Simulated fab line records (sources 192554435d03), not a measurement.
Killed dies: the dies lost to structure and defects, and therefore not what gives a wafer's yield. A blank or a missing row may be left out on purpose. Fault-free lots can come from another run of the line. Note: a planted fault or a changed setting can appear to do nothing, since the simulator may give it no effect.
Matching of chambers | flow n5 finfet | 3 sister chambers for N5_BEOL_M11_DEP_56 on pecvd-01
The step deposits SiCN from 3MS/NH3, target thk 30 nm, time 10.5 s. 24 wafers are shown with their chamber, then 12 later ones without.

## WAFERS PAIRED WITH THEIR CHAMBERS
wafer  | chamber | throttle valve pct (%) | showerhead plenum p Torr (Torr)
L076.1 | 2       | 18.5                   | 4.120
L076.4 | 1       | 18.1                   | 4.121
L076.5 | 2       | 18.5                   | 4.135
L078.1 | 1       | 18.2                   | 4.119
L078.5 | 1       | 18.3                   | 4.109
L078.6 | 0       | 17.5                   | 4.137
L079.1 | 1       | 18.2                   | 4.110
L079.2 | 0       | 17.2                   | 4.133
L079.3 | 2       | 18.3                   | 4.137
L080.1 | 1       | 18.4                   | 4.121
L080.3 | 2       | 18.5                   | 4.129
L080.6 | 2       | 18.2                   | 4.140
L081.1 | 1       | 18.4                   | 4.117
L081.2 | 2       | 18.5                   | 4.129
L081.5 | 2       | 18.7                   | 4.132
L083.2 | 1       | 18.3                   | 4.124
L083.4 | 1       | 18.3                   | 4.123
L083.6 | 2       | 18.6                   | 4.134
L086.2 | 0       | 17.0                   | 4.121
L086.3 | 1       | 18.1                   | 4.120
L086.5 | 0       | 17.6                   | 4.146
L087.1 | 0       | 17.4                   | 4.137
L087.4 | 1       | 18.3                   | 4.129
L087.5 | 2       | 18.6                   | 4.139

SIGNATURES (means of the wafers above)
reading                  | chamber 0 | chamber 1 | chamber 2 | scatter within a chamber
throttle valve pct       | 17.340    | 18.260    | 18.489    | 0.158
showerhead plenum p Torr | 4.13480   | 4.11930   | 4.13278   | 0.0068
Rule: a wafer's distance from a chamber is the root of the sum, over the readings, of the square of ((its reading less the chamber's mean) divided by the reading's scatter). If the next closest chamber is less than 2 further off than the closest, the wafer can't be placed; otherwise it belongs to the closest. The scatter: take each reading less its chamber's mean, square it, sum over the shown wafers, divide by the number of wafers less the number of chambers, and take the root.

## WAFERS WITHOUT THEIR CHAMBER
wafer  | throttle valve pct (%) | showerhead plenum p Torr (Torr)
L089.1 | 18.2                   | 4.124
L089.5 | 18.3                   | 4.123
L089.6 | 17.2                   | 4.140
L088.2 | 18.3                   | 4.115
L088.4 | 18.4                   | 4.126
L088.5 | 18.1                   | 4.122
L090.3 | 18.6                   | 4.134
L090.4 | 17.5                   | 4.137
L090.6 | 18.3                   | 4.121
L097.1 | 18.8                   | 4.133
L097.5 | 17.6                   | 4.131
L097.6 | 19.0                   | 4.130

## EACH ONE'S CHAMBER
wafer  | from the rows above     | in truth
L089.1 | can't be placed: 1 or 2 | 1
L089.5 | can't be placed: 1 or 2 | 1
L089.6 | 0                       | 0
L088.2 | 1                       | 1
L088.4 | can't be placed: 2 or 1 | 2
L088.5 | can't be placed: 1 or 2 | 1
L090.3 | 2                       | 2
L090.4 | 0                       | 0
L090.6 | can't be placed: 1 or 2 | 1
L097.1 | can't be placed: 2 or 1 | 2
L097.5 | 0                       | 0
L097.6 | can't be placed: 2 or 1 | 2
Placed correctly: 5 of 12. These rows do not allow placing 7 (true chamber among the candidates in 7). Wrongly placed: 0.
